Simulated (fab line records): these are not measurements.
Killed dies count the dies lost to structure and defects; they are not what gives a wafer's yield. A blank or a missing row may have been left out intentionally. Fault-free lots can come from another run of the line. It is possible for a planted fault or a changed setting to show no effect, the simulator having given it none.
fab line records + flow n5_finfet
[record]
- lots = 7
- wafers = 39
route steps=1938 shown FIN_SAQP@120 FIN_CUT@173 DUMMY_GATE@228 HKMG_FIN@388 GATE_CUT@500 BEOL_M4@1111
start_h: the number of hours between the record's first day and the start of the first shown wafer of the lot + wait_h: hours elapsed since this lot's preceding step + " the same as in the row above + L1.1+2: several wafers, shown together as one row + - no value present, or no start provided + * or withheld: withheld + < > ~ a bound
route shown NAME@n: NAME is a module with steps in the file, n the number in the route of the first one + usual: average and standard deviation across the fault-free wafers + same: alike in all rows + chamber/n: place in a boat + sites: per-site readings + _std_site: standard deviation of those values + _edge_site: inner sites' mean taken away from outer sites' mean + radius_mm: how far each site lies from the wafer's centre + mask NAME#n: copy n + behind: the last tool/chamber to shape the wafer + hold: reason for holding the lot/hours on hold/outcome of the hold + device: transistor that didn't switch, given as n, p or np + end of line: tests of these same wafers at the route's end + for a step that has no rows: nothing shown but its recipe + killed: dies that structure and defects cost at the first sort, which is not the same as the wafer's yield + map: per-die view of a wafer (x killed, . not killed, _ where there is no die)
set.NAME: the setting that was run; set.NAME@STEP: the one run at that earlier step + model.NAME: the simulator's own value behind a step, which no gauge read
lots with deliberately changed settings; one table per step, one row per wafer
[[steps]]
[step N5_FIN_SAQP_MANDREL_ETCH_22]
[recipe]
- target_depth_a = 600
- chemistry = HBr/Cl2
- target = a-Si
- stop_on = SiNx
- bt_time_s = 10
- over_etch_frac = 0.5
- time_s = 30
- pressure_mtorr = 10
- icp_w = 800
- bias_w = 75
- HBr_flow_sccm = 150
- Cl2_flow_sccm = 80
- ends = end_point
[step N5_FIN_SAQP_ETCH_34]
[recipe]
- chemistry = C4F6/O2
- target = SiO2
- target_depth_a = 450
- time_s = 15
- ion_energy_ev = 250
- pressure_mtorr = 30
- source_w = 345
- bias_w = 185
- Ar_flow_sccm = 300
- C4F6_flow_sccm = 10
- O2_flow_sccm = 10
- ends = cleared
[step N5_FIN_CUT_CUT_ETCH_26]
[recipe]
- chemistry = CH3F/O2
- target = SiNx
- target_depth_a = 390
- mask_material = SOC
- time_s = 55.7
- pressure_mtorr = 30
- source_w = 395
- bias_w = 73
- Ar_flow_sccm = 150
- CH3F_flow_sccm = 30
- O2_flow_sccm = 20
- ion_energy_ev = 120
[step N5_DUMMY_GATE_EXPOSE_12]
[recipe]
- mask_id = GATE
- na = 0.33
- source_shape = annular
- sigma_inner = 0.2
- sigma_outer = 0.6
- polarization = unpolarized
- target_cd_nm = 25
- dose_mj = 34
[step N5_HKMG_FIN_ALD_74]
[recipe]
- material = La2O3
- target_thk_a = 5
- temp_c = 250
- ald_precursor_family = La-Cp
- ald_co_reactant = O3
- pulse_time_s = 6
- co_reactant_pulse_time_s = 1
- purge_time_s = 3
- co_reactant_purge_time_s = 3
[step N5_HKMG_FIN_ETCH_58]
[recipe]
- chemistry = N2/H2
- target = SOC
- target_depth_a = 2158
- ion_energy_ev = 50
- bias_w = 13
- time_s = 741
- pressure_mtorr = 30
- source_w = 875
- n2_flow_sccm = 200
- h2_flow_sccm = 200
[step N5_HKMG_FIN_ETCH_35]
[recipe]
- chemistry = N2/H2
- target = SOC
- target_depth_a = 2158
- ion_energy_ev = 65
- bias_w = 5
- source_w = 3000
- time_s = 243.4
- pressure_mtorr = 30
- n2_flow_sccm = 200
- h2_flow_sccm = 200
[step N5_GATE_CUT_CUT_ETCH_53]
[recipe]
- chemistry = SF6/Cl2
- target = W
- mask_material = SiO2
- target_depth_a = 792
- pressure_mtorr = 8
- icp_w = 900
- bias_w = 80
- SF6_flow_sccm = 40
- Cl2_flow_sccm = 60
- ends = cleared
[step N5_BEOL_M4_RC_MEAS_101]
[usual]
- DIBL_N = 36.1/2
- IOFF_P_LONG = 0.000106/9.9e-06
- VT_P = -250.0/2.9
- VT_P_LONG = -275/3
| lot.wafer | tool      | chamber | start_h | wait_h | set.target_depth_a@FIN_SAQP_MANDREL_ETCH_22 | set.source_w@FIN_SAQP_ETCH_34 | set.target_depth_a@FIN_CUT_CUT_ETCH_26 | set.dose_mj@DUMMY_GATE_EXPOSE_12 | set.target_thk_a@HKMG_FIN_ALD_74 | set.target_depth_a@HKMG_FIN_ETCH_58 | set.source_w@HKMG_FIN_ETCH_35 | set.icp_w@GATE_CUT_CUT_ETCH_53 | DIBL_N[mV/V] | IOFF_P_LONG[nA/um] | VT_P[mV] | VT_P_LONG[mV] |
|-----------|-----------|---------|---------|--------|---------------------------------------------|-------------------------------|----------------------------------------|----------------------------------|----------------------------------|-------------------------------------|-------------------------------|--------------------------------|--------------|--------------------|----------|---------------|
| L077.1    | prober-02 | 0       | 181.07  | 0.0    | 523.5                                       | 379.7                         | 390                                    | 34                               | 5                                | 2023                                | 2452                          | 900                            | 37.8         | 0.00012            | -247.3   | -275          |
| L077.2    | "         | 0       | "       | "      | 523.5                                       | 345                           | 390                                    | 35.9                             | 5                                | 2023                                | 3000                          | 824.1                          | 36.4         | 0.000108           | -250.2   | -276          |
| L077.3    | "         | 0       | "       | "      | 600                                         | 345                           | 390                                    | 34                               | 5                                | 2158                                | 2452                          | 900                            | 35.7         | 0.000107           | -252.8   | -272          |
| L077.4    | "         | 0       | "       | "      | 523.5                                       | 345                           | 390                                    | 34                               | 5                                | 2158                                | 3000                          | 824.1                          | 33.7         | 0.000101           | -252.8   | -276          |
| L077.5    | "         | 0       | "       | "      | 600                                         | 379.7                         | 390                                    | 35.9                             | 5                                | 2023                                | 3000                          | 900                            | 40.0         | 0.000113           | -247.5   | -274          |
| L077.6    | "         | 0       | "       | "      | 600                                         | 379.7                         | 390                                    | 35.9                             | 5                                | 2158                                | 2452                          | 824.1                          | 36.6         | 0.000113           | -253.4   | -277          |
| L080.1    | prober-01 | 0       | 198.46  | 0.1    | 552.5                                       | 375.7                         | 390                                    | 36.58                            | 5                                | 2303                                | 3000                          | 900                            | 38.9         | 0.000116           | -246.8   | -277          |
| L080.2    | "         | 0       | "       | "      | 552.5                                       | 345                           | 390                                    | 34                               | 5.246                            | 2303                                | 3000                          | 900                            | 35.9         | 0.000102           | -251.2   | -280          |
| L080.3    | "         | 0       | "       | "      | 600                                         | 375.7                         | 390                                    | 34                               | 5                                | 2158                                | 3401                          | 776.5                          | 34.5         | 0.000106           | -248.9   | -272          |
| L080.4    | "         | 0       | "       | "      | 552.5                                       | 345                           | 390                                    | 36.58                            | 5.246                            | 2158                                | 3401                          | 900                            | 42.5         | 0.000102           | -242.9   | -277          |
| L080.5    | "         | 0       | "       | "      | 600                                         | 345                           | 390                                    | 34                               | 5                                | 2303                                | 3401                          | 776.5                          | 33.3         | 0.000109           | -255.6   | -277          |
| L080.6    | "         | 0       | "       | "      | 600                                         | 375.7                         | 390                                    | 36.58                            | 5.246                            | 2158                                | 3000                          | 776.5                          | 38.7         | 0.000109           | -249.4   | -277          |
| L082.1    | prober-02 | 0       | 232.92  | 0.0    | 600                                         | 288.7                         | 419.2                                  | 34                               | 4.518                            | 2158                                | 3000                          | 900                            | 34.2         | 0.000118           | -246.7   | -272          |
| L082.2    | "         | 0       | "       | "      | 600                                         | 345                           | 390                                    | 34                               | 4.518                            | 2158                                | 3000                          | 762.2                          | 34.2         | 0.000122           | -242.9   | -269          |
| L082.3    | "         | 0       | "       | "      | 600                                         | 288.7                         | 390                                    | 36.44                            | 5                                | 2158                                | 3000                          | 762.2                          | 42.8         | 0.0001             | -245.3   | -277          |
| L082.4    | "         | 0       | "       | "      | 600                                         | 288.7                         | 419.2                                  | 36.44                            | 5                                | 2158                                | 3000                          | 762.2                          | 39.9         | 9e-05              | -251.4   | -283          |
| L082.5    | "         | 0       | "       | "      | 600                                         | 345                           | 390                                    | 36.44                            | 4.518                            | 2158                                | 3000                          | 900                            | 41.1         | 0.000114           | -242.3   | -273          |
| L082.6    | "         | 0       | "       | "      | 600                                         | 345                           | 419.2                                  | 34                               | 5                                | 2158                                | 3000                          | 900                            | 36.7         | 9.7e-05            | -248.8   | -278          |
| L089.1    | prober-02 | 0       | 284.88  | 0.5    | 600                                         | 312.1                         | 390                                    | 34                               | 5.35                             | 2158                                | 3000                          | 900                            | 37.1         | 9.3e-05            | -253.5   | -283          |
| L089.2    | "         | 0       | "       | "      | 557.9                                       | 345                           | 418.5                                  | 32.59                            | 5                                | 2158                                | 3000                          | 900                            | 36.2         | 0.000102           | -249.5   | -280          |
| L089.3    | "         | 0       | "       | "      | 600                                         | 345                           | 418.5                                  | 34                               | 5.35                             | 2158                                | 2653                          | 900                            | 35.1         | 8.7e-05            | -257.6   | -282          |
| L089.4    | "         | 0       | "       | "      | 600                                         | 312.1                         | 390                                    | 32.59                            | 5                                | 2158                                | 2653                          | 900                            | 34.7         | 0.000102           | -250.3   | -276          |
| L089.5    | "         | 0       | "       | "      | 557.9                                       | 345                           | 390                                    | 34                               | 5                                | 2158                                | 3000                          | 900                            | 38.4         | 0.000107           | -246.3   | -276          |
| L089.6    | "         | 0       | "       | "      | 557.9                                       | 312.1                         | 418.5                                  | 32.59                            | 5.35                             | 2158                                | 2653                          | 900                            | 36.0         | 8.9e-05            | -254.5   | -284          |
| L091.2    | prober-02 | 0       | 299.30  | 0.2    | 600                                         | 345                           | 390                                    | 34                               | 5                                | 2158                                | 3000                          | 900                            | 33.8         | 0.000105           | -251.1   | -275          |
| L091.4    | "         | 0       | "       | "      | 600                                         | 345                           | 390                                    | 34                               | 5                                | 2158                                | 3000                          | 900                            | 34.1         | 0.000116           | -250.6   | -274          |
| L091.6    | "         | 0       | "       | "      | 600                                         | 345                           | 390                                    | 34                               | 5                                | 2158                                | 3000                          | 900                            | 38.5         | 0.000104           | -245.6   | -274          |
| L095.1    | prober-02 | 0       | 306.06  | 0.0    | 523.9                                       | 345                           | 390                                    | 34                               | 5                                | 2158                                | 2446                          | 900                            | 36.8         | 0.000101           | -247.3   | -279          |
| L095.2    | "         | 0       | "       | "      | 600                                         | 345                           | 361.9                                  | 34                               | 5                                | 2158                                | 3000                          | 900                            | 38.5         | 9.6e-05            | -252.6   | -280          |
| L095.3    | "         | 0       | "       | "      | 600                                         | 345                           | 390                                    | 34                               | 5.298                            | 2158                                | 3000                          | 900                            | 36.0         | 9.2e-05            | -253.4   | -283          |
| L095.4    | "         | 0       | "       | "      | 523.9                                       | 345                           | 361.9                                  | 34                               | 5.298                            | 2158                                | 2446                          | 900                            | 35.2         | 8.7e-05            | -260.5   | -283          |
| L095.5    | "         | 0       | "       | "      | 600                                         | 345                           | 361.9                                  | 34                               | 5                                | 2158                                | 2446                          | 900                            | 36.4         | 9.7e-05            | -251.2   | -276          |
| L095.6    | "         | 0       | "       | "      | 523.9                                       | 345                           | 390                                    | 34                               | 5.298                            | 2158                                | 3000                          | 900                            | 36.1         | 8.7e-05            | -258.7   | -283          |
| L093.1    | prober-02 | 0       | 308.27  | 0.0    | 600                                         | 378.6                         | 390                                    | 34                               | 5.537                            | 1982                                | 3000                          | 900                            | 34.5         | 9.3e-05            | -258.1   | -278          |
| L093.2    | "         | 0       | "       | "      | 533.5                                       | 345                           | 390                                    | 31.93                            | 5.537                            | 1982                                | 3000                          | 900                            | 34.4         | 7.9e-05            | -263.0   | -284          |
| L093.3    | "         | 0       | "       | "      | 533.5                                       | 345                           | 390                                    | 34                               | 5                                | 2158                                | 3000                          | 900                            | 34.3         | 0.000107           | -250.4   | -274          |
| L093.4    | "         | 0       | "       | "      | 533.5                                       | 378.6                         | 390                                    | 31.93                            | 5.537                            | 2158                                | 3000                          | 900                            | 30.4         | 9.2e-05            | -263.9   | -282          |
| L093.5    | "         | 0       | "       | "      | 600                                         | 378.6                         | 390                                    | 34                               | 5                                | 1982                                | 3000                          | 900                            | 38.5         | 0.000101           | -252.0   | -278          |
| L093.6    | "         | 0       | "       | "      | 600                                         | 345                           | 390                                    | 31.93                            | 5                                | 2158                                | 3000                          | 900                            | 30.6         | 9.3e-05            | -255.2   | -278          |
[[key]]
[split]
- step = N5_FIN_SAQP_MANDREL_ETCH_22
- setting = target_depth_a
- stated_as = 600
response none clear
[split]
- step = N5_FIN_SAQP_ETCH_34
- setting = source_w
- stated_as = 345
response none clear
[split]
- step = N5_FIN_CUT_CUT_ETCH_26
- setting = target_depth_a
- stated_as = 390
response none clear
[split]
- step = N5_DUMMY_GATE_EXPOSE_12
- setting = dose_mj
- stated_as = 34
[response]
- step = N5_BEOL_M4_RC_MEAS_101
- reading = DIBL_N
- slope = +0.585
- per = 1%
- together_with = all
- explained = 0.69
[split]
- step = N5_HKMG_FIN_ALD_74
- setting = target_thk_a
- stated_as = 5
[response]
- step = N5_BEOL_M4_RC_MEAS_101
- reading = IOFF_P_LONG
- slope = -1.6e-06
- per = 1%
- together_with = all
- explained = 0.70
[response]
- step = N5_BEOL_M4_RC_MEAS_101
- reading = VT_P_LONG
- slope = -0.596
- per = 1%
- together_with = all
- explained = 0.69
[response]
- step = N5_BEOL_M4_RC_MEAS_101
- reading = VT_P
- slope = -0.76
- per = 1%
- together_with = all
- explained = 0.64
[split]
- step = N5_HKMG_FIN_ETCH_58
- setting = target_depth_a
- stated_as = 2158
response none clear
[split]
- step = N5_HKMG_FIN_ETCH_35
- setting = source_w
- stated_as = 3000
response none clear
[split]
- step = N5_GATE_CUT_CUT_ETCH_53
- setting = icp_w
- stated_as = 900
response none clear
